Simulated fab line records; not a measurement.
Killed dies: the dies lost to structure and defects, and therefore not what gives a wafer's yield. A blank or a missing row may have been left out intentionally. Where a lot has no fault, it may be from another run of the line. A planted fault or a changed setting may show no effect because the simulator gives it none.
Check for tools in common || flow nandHarc || Sample size 11 lots and 33 wafers

== WHY IT WAS OPENED ==
Flagged at NHARC_A_ONON_D1_THK_MEAS_08: reading thkNm, on 3 of 11 lots. Wafers without a fault read 998 nm, standard deviation 9.5.
Rule: flag the lot when none of its wafers has a number, or when each of its wafers that has one lies beyond 4 standard deviations from that mean. As for the other lots, they are considered sound.

{"lot": "L864", "measured": "day 7 10:46", "on": "filmMetro-01", "thkNm (nm), wafer by wafer": "1009 1008 1008", "flag": ""}
{"lot": "L871", "measured": "day 9 07:20", "on": "filmMetro-01", "thkNm (nm), wafer by wafer": "899 896 897", "flag": "FLAGGED"}
{"lot": "L873", "measured": "day 9 10:26", "on": "filmMetro-01", "thkNm (nm), wafer by wafer": "880 879 879", "flag": "FLAGGED"}
{"lot": "L875", "measured": "day 10 01:18", "on": "filmMetro-01", "thkNm (nm), wafer by wafer": "887 886 886", "flag": "FLAGGED"}
{"lot": "L877", "measured": "day 10 20:17", "on": "filmMetro-02", "thkNm (nm), wafer by wafer": "1001 1001 1002", "flag": ""}
{"lot": "L878", "measured": "day 11 12:14", "on": "filmMetro-02", "thkNm (nm), wafer by wafer": "1007 1008 1006", "flag": ""}
{"lot": "L880", "measured": "day 11 15:38", "on": "filmMetro-01", "thkNm (nm), wafer by wafer": "996 996 998", "flag": ""}
{"lot": "L882", "measured": "day 11 15:44", "on": "filmMetro-01", "thkNm (nm), wafer by wafer": "994 992 994", "flag": ""}
{"lot": "L883", "measured": "day 12 02:56", "on": "filmMetro-02", "thkNm (nm), wafer by wafer": "994 996 993", "flag": ""}
{"lot": "L884", "measured": "day 12 12:06", "on": "filmMetro-02", "thkNm (nm), wafer by wafer": "1023 1023 1023", "flag": ""}
{"lot": "L885", "measured": "day 12 19:20", "on": "filmMetro-01", "thkNm (nm), wafer by wafer": "997 996 997", "flag": ""}
Average over the flagged lots: 888 nm; offset from the usual -110 nm, equal to -12 standard deviations.

== WHICH TOOL RAN EACH LOT ==
The record holds 1 process step before the reading, out of a route of 1159 steps. Read each cell as the tool, then ch plus the chambers that the sampled wafers visited, then the start.
{"lot": "L864", "flag": "", "NHARC_A_ONON_D1_DEP_06": "pecvdOnon-01 ch 0, day 7 10:16"}
{"lot": "L871", "flag": "FLAGGED", "NHARC_A_ONON_D1_DEP_06": "pecvdOnon-03 ch 0, day 9 06:49"}
{"lot": "L873", "flag": "FLAGGED", "NHARC_A_ONON_D1_DEP_06": "pecvdOnon-03 ch 0, day 9 10:03"}
{"lot": "L875", "flag": "FLAGGED", "NHARC_A_ONON_D1_DEP_06": "pecvdOnon-03 ch 0, day 10 00:47"}
{"lot": "L877", "flag": "", "NHARC_A_ONON_D1_DEP_06": "pecvdOnon-02 ch 0, day 10 19:46"}
{"lot": "L878", "flag": "", "NHARC_A_ONON_D1_DEP_06": "pecvdOnon-02 ch 0, day 11 11:47"}
{"lot": "L880", "flag": "", "NHARC_A_ONON_D1_DEP_06": "pecvdOnon-02 ch 0, day 11 15:08"}
{"lot": "L882", "flag": "", "NHARC_A_ONON_D1_DEP_06": "pecvdOnon-01 ch 0, day 11 15:12"}
{"lot": "L883", "flag": "", "NHARC_A_ONON_D1_DEP_06": "pecvdOnon-02 ch 0, day 12 02:25"}
{"lot": "L884", "flag": "", "NHARC_A_ONON_D1_DEP_06": "pecvdOnon-01 ch 0, day 12 11:35"}
{"lot": "L885", "flag": "", "NHARC_A_ONON_D1_DEP_06": "pecvdOnon-02 ch 0, day 12 18:53"}
What the steps here do:
- NHARC_A_ONON_D1_DEP_06: target thk 1000 nm.
- NHARC_A_ONON_D1_THK_MEAS_08: measures by ellipsometry.

== FLAGGED OVER TOTAL, TOOL BY TOOL (the gauges that took the reading come last) ==
{"step": "NHARC_A_ONON_D1_DEP_06", "tool": "pecvdOnon-01", "lots run": 3, "flagged": 0, "share of the flagged lots": "none", "sound lots run after its first flagged lot": "-"}
{"step": "NHARC_A_ONON_D1_DEP_06", "tool": "pecvdOnon-02", "lots run": 5, "flagged": 0, "share of the flagged lots": "none", "sound lots run after its first flagged lot": "-"}
{"step": "NHARC_A_ONON_D1_DEP_06", "tool": "pecvdOnon-03", "lots run": 3, "flagged": 3, "share of the flagged lots": "all", "sound lots run after its first flagged lot": 0}
{"step": "NHARC_A_ONON_D1_THK_MEAS_08", "tool": "filmMetro-01", "lots run": 7, "flagged": 3, "share of the flagged lots": "all", "sound lots run after its first flagged lot": "3 (L880,L882,L885)"}
{"step": "NHARC_A_ONON_D1_THK_MEAS_08", "tool": "filmMetro-02", "lots run": 4, "flagged": 0, "share of the flagged lots": "none", "sound lots run after its first flagged lot": "-"}

== WHAT THE TABLE PERMITS ==
2 rows of the table ran every flagged lot: pecvdOnon-03 at NHARC_A_ONON_D1_DEP_06, filmMetro-01 at NHARC_A_ONON_D1_THK_MEAS_08.
- pecvdOnon-03 at NHARC_A_ONON_D1_DEP_06 ran 3 lots, 3 of them flagged. In this sample it ran no sound lot ahead of its first flagged lot, so there is no way to narrow down the start.
- filmMetro-01 at NHARC_A_ONON_D1_THK_MEAS_08 ran 7 lots, 3 of them flagged. Lots that were sound ran on it after the first flagged one (L880, L882, L885); a persistent fault on the entire tool would not allow that.
One tool is left: pecvdOnon-03 at NHARC_A_ONON_D1_DEP_06.

== WHAT THE SIMULATOR HAD PUT IN ==
Site profile drift: pecvdOnon-03, from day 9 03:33 on, at NHARC_A_ONON_D1_DEP_06. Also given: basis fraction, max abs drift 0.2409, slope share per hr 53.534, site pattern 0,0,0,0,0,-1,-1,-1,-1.
Shown lots that were struck: L871, L873, L875. This agrees with what the rule above found.
